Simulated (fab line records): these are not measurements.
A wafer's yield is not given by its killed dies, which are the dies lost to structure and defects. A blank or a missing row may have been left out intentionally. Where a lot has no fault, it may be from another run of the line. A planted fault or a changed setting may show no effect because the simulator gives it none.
Matching of chambers    flow nand_harc    4 sister chambers for NHARC_A_CONTACT_ETCH_102 on rie_diel-04
The step etches the open film in CF4/O2, target depth 70 nm, overetch 7 nm, time 38.5 s. 14 wafers are shown with their chamber, then 7 later ones without.

EACH WAFER AND ITS CHAMBER
wafer   chamber  showerhead_plenum_p_Torr (Torr)  rf_fwd_power_W (W)  rf_vpp_V (V)
L075.1  2        1.34                             297.4               199.6
L075.2  0        1.27                             297.2               196.3
L075.5  0        1.27                             297.0               196.3
L084.2  2        1.34                             296.2               198.8
L084.4  3        1.42                             294.5               199.2
L084.5  0        1.27                             298.8               196.8
L085.1  1        1.34                             294.5               199.1
L085.2  0        1.27                             297.4               198.1
L085.6  2        1.34                             297.3               196.2
L091.4  2        1.33                             296.9               197.9
L091.5  3        1.42                             294.3               200.0
L091.6  0        1.27                             299.3               195.7
L095.2  0        1.27                             298.1               197.2
L095.4  1        1.34                             296.2               197.0

SIGNATURES (means of the wafers above)
reading                   chamber 0  chamber 1  chamber 2  chamber 3  scatter within a chamber
showerhead_plenum_p_Torr  1.2700     1.3400     1.3375     1.4200     0.00274
rf_fwd_power_W            297.967    295.350    296.950    294.400    0.818
rf_vpp_V                  196.733    198.050    198.125    199.600    1.12
Rule: a wafer lies at a distance from a chamber equal to the root of the sum of squares, over the readings, of (its reading less the chamber's mean, divided by the reading's scatter). The wafer belongs to the nearest chamber; if the next one is less than 2 further off, it can't be placed. The scatter: take each reading less its chamber's mean, square it, sum over the shown wafers, divide by the number of wafers less the number of chambers, and take the root.

WAFERS MISSING THEIR CHAMBER
wafer   showerhead_plenum_p_Torr (Torr)  rf_fwd_power_W (W)  rf_vpp_V (V)
L095.5  1.33                             295.9               197.1
L094.1  1.27                             299.5               196.1
L094.3  1.34                             295.7               197.6
L094.6  1.27                             298.7               195.8
L086.1  1.27                             297.9               196.4
L086.3  1.34                             295.8               197.2
L086.5  1.33                             296.8               198.4

WHICH CHAMBER EACH ONE RAN IN
wafer   from the rows above      in truth
L095.5  can't be placed: 2 or 1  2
L094.1  0                        0
L094.3  can't be placed: 1 or 2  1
L094.6  0                        0
L086.1  0                        0
L086.3  can't be placed: 1 or 2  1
L086.5  can't be placed: 2 or 1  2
Correct placement for 3 of the 7. Not placeable from these rows: 4 (in 4, the candidates include the true chamber). 0 placed wrongly.
